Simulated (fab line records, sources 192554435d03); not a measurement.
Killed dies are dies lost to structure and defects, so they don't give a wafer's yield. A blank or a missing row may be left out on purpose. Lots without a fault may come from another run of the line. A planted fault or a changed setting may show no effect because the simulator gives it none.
Chamber matching | flow n5_finfet | N5_BEOL_M6_PECVD_70 on pecvd-03: 3 sister chambers
The step deposits SiO2 from TEOS/O2, target thk 20 nm, time 22.7 s. 6 wafers are shown with their chamber, then 12 later ones without.

WAFERS WITH THEIR CHAMBER
wafer  | chamber | throttle_valve_pct (%) | showerhead_plenum_p_Torr (Torr)
L077.2 | 1       | 21.2                   | 8.83
L077.4 | 1       | 20.7                   | 8.83
L081.5 | 0       | 25.4                   | 8.75
L085.2 | 2       | 21.6                   | 8.75
L085.5 | 0       | 25.2                   | 8.76
L085.6 | 2       | 21.8                   | 8.77

WAFERS WITHOUT THEIR CHAMBER
wafer  | throttle_valve_pct (%) | showerhead_plenum_p_Torr (Torr)
L090.1 | 21.8                   | 8.75
L090.2 | 25.4                   | 8.76
L090.3 | 20.9                   | 8.84
L090.4 | 21.1                   | 8.84
L090.5 | 25.4                   | 8.78
L090.6 | 21.8                   | 8.76
L095.1 | 21.1                   | 8.85
L095.5 | 20.8                   | 8.85
L095.6 | 21.8                   | 8.74
L097.1 | 20.9                   | 8.82
L097.3 | 25.3                   | 8.77
L097.5 | 21.1                   | 8.83

WHICH CHAMBER EACH WENT THROUGH
wafer  | from the rows above | in truth
L090.1 | 2                   | 2
L090.2 | 0                   | 0
L090.3 | 1                   | 1
L090.4 | 1                   | 1
L090.5 | 0                   | 0
L090.6 | 2                   | 2
L095.1 | 1                   | 1
L095.5 | 1                   | 1
L095.6 | 2                   | 2
L097.1 | 1                   | 1
L097.3 | 0                   | 0
L097.5 | 1                   | 1
Placed correctly: 12 of 12. Can't be placed from these rows: 0. Placed wrongly: 0.
How it was worked out, from the rows above alone: a wafer's distance from a chamber is the root of the sum, over the readings, of the square of ((its reading less the chamber's mean) divided by the reading's scatter). The wafer belongs to the nearest chamber; if the next one is less than 2 further off, it can't be placed. A chamber's mean is the mean of its shown wafers. The scatter: the root of (the sum of the squares of (reading less its chamber's mean) over the shown wafers, divided by (wafers less chambers)).
